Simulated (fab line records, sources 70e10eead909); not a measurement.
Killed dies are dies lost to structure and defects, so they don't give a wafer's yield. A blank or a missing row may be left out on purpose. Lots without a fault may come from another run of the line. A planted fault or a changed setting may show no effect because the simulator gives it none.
Chamber matching | flow nand_harc | NHARC_P_M0_PRE_CLEAN_31 on pecvd-01: 3 sister chambers
The step time 12 s. 3 wafers are shown with their chamber, then 11 later ones without.

WAFERS WITH THEIR CHAMBER
wafer  | chamber | heater_power_w (W)
L091.3 | 1       | 637
L091.5 | 0       | 545
L090.4 | 2       | 605

WAFERS WITHOUT THEIR CHAMBER
wafer  | heater_power_w (W)
L090.5 | 635
L090.6 | 546
L095.1 | 506
L095.2 | 518
L095.4 | 507
L096.2 | 575
L096.3 | 750
L096.4 | 724
L097.1 | 588
L097.4 | 683
L097.5 | 499

WHICH CHAMBER EACH WENT THROUGH
wafer  | from the rows above          | in truth
L090.5 | can't be placed: 1 or 2 or 0 | 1
L090.6 | can't be placed: 0 or 2 or 1 | 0
L095.1 | can't be placed: 0 or 2 or 1 | 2
L095.2 | can't be placed: 0 or 2 or 1 | 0
L095.4 | can't be placed: 0 or 2 or 1 | 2
L096.2 | can't be placed: 0 or 2 or 1 | 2
L096.3 | can't be placed: 1 or 2 or 0 | 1
L096.4 | can't be placed: 1 or 2 or 0 | 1
L097.1 | can't be placed: 2 or 0 or 1 | 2
L097.4 | can't be placed: 1 or 2 or 0 | 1
L097.5 | can't be placed: 0 or 2 or 1 | 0
Placed correctly: 0 of 11. Can't be placed from these rows: 11 (the true chamber is among the candidates in 11). Placed wrongly: 0.
How it was worked out, from the rows above alone: a wafer's distance from a chamber is the root of the sum, over the readings, of the square of ((its reading less the chamber's mean) divided by the reading's scatter). The wafer belongs to the nearest chamber; if the next one is less than 2 further off, it can't be placed. A chamber's mean is the mean of its shown wafers. The scatter: with one shown wafer a chamber, the root of the mean of the squares of how far each hidden wafer lies from its nearest shown one.
